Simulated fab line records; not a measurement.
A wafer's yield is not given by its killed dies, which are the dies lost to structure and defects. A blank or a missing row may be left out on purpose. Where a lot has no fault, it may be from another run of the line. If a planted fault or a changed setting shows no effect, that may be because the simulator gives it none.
Chamber matching + flow n5_finfet + pecvd-04 running N5_BEOL_M3_PECVD_72: 3 sister chambers
The step deposits SiO2 from TEOS/O2, target thk 16 nm, time 18 s. 20 wafers are shown with their chamber, then 10 later ones without.

WAFERS, EACH WITH ITS CHAMBER
| wafer  | chamber | showerhead_plenum_p_Torr (Torr) | heater_power_w (W) | heater_power_outer_w (W) |
|--------|---------|---------------------------------|--------------------|--------------------------|
| L076.1 | 1       | 8.80                            | 804                | 465                      |
| L076.2 | 2       | 8.59                            | 598                | 384                      |
| L076.4 | 1       | 8.81                            | 801                | 467                      |
| L077.2 | 0       | 8.82                            | 455                | 270                      |
| L077.3 | 2       | 8.58                            | 558                | 355                      |
| L077.5 | 0       | 8.84                            | 439                | 274                      |
| L078.2 | 2       | 8.58                            | 618                | 383                      |
| L078.3 | 0       | 8.81                            | 442                | 279                      |
| L078.6 | 1       | 8.81                            | 861                | 506                      |
| L082.1 | 0       | 8.82                            | 520                | 327                      |
| L082.2 | 2       | 8.58                            | 599                | 354                      |
| L082.6 | 0       | 8.83                            | 518                | 323                      |
| L083.2 | 0       | 8.84                            | 505                | 316                      |
| L083.4 | 0       | 8.84                            | 509                | 322                      |
| L083.6 | 1       | 8.79                            | 884                | 500                      |
| L084.1 | 2       | 8.59                            | 598                | 369                      |
| L084.2 | 1       | 8.80                            | 863                | 491                      |
| L084.6 | 0       | 8.81                            | 464                | 290                      |
| L091.1 | 2       | 8.59                            | 573                | 346                      |
| L091.4 | 1       | 8.80                            | 755                | 421                      |

SIGNATURES (averages over the wafers above)
| reading                  | chamber 0 | chamber 1 | chamber 2 | scatter within a chamber |
|--------------------------|-----------|-----------|-----------|--------------------------|
| showerhead_plenum_p_Torr | 8.8262    | 8.8017    | 8.5850    | 0.00976                  |
| heater_power_w           | 481.50    | 828.00    | 590.67    | 36.7                     |
| heater_power_outer_w     | 300.12    | 475.00    | 365.17    | 24.6                     |
Rule: distance of a wafer from a chamber = root of the sum over the readings of ((wafer's reading minus chamber's mean) / reading's scatter) squared. If the next closest chamber is less than 2 further off than the closest, the wafer can't be placed; otherwise it belongs to the closest. The scatter: take each reading less its chamber's mean, square it, sum over the shown wafers, divide by the number of wafers less the number of chambers, and take the root.

WAFERS WHOSE CHAMBER IS MISSING
| wafer  | showerhead_plenum_p_Torr (Torr) | heater_power_w (W) | heater_power_outer_w (W) |
|--------|---------------------------------|--------------------|--------------------------|
| L091.5 | 8.59                            | 565                | 343                      |
| L093.1 | 8.80                            | 758                | 425                      |
| L093.4 | 8.59                            | 517                | 310                      |
| L093.6 | 8.77                            | 752                | 428                      |
| L094.1 | 8.82                            | 450                | 284                      |
| L094.2 | 8.56                            | 571                | 338                      |
| L094.6 | 8.82                            | 800                | 464                      |
| L097.1 | 8.58                            | 600                | 366                      |
| L097.2 | 8.84                            | 519                | 324                      |
| L097.3 | 8.81                            | 891                | 518                      |

EACH ONE'S CHAMBER
| wafer  | from the rows above | in truth |
|--------|---------------------|----------|
| L091.5 | 2                   | 2        |
| L093.1 | 1                   | 1        |
| L093.4 | 2                   | 2        |
| L093.6 | 1                   | 1        |
| L094.1 | 0                   | 0        |
| L094.2 | 2                   | 2        |
| L094.6 | 1                   | 1        |
| L097.1 | 2                   | 2        |
| L097.2 | 0                   | 0        |
| L097.3 | 1                   | 1        |
10 of 10 placed correctly. From these rows, 0 cannot be placed. Wrongly placed: 0.
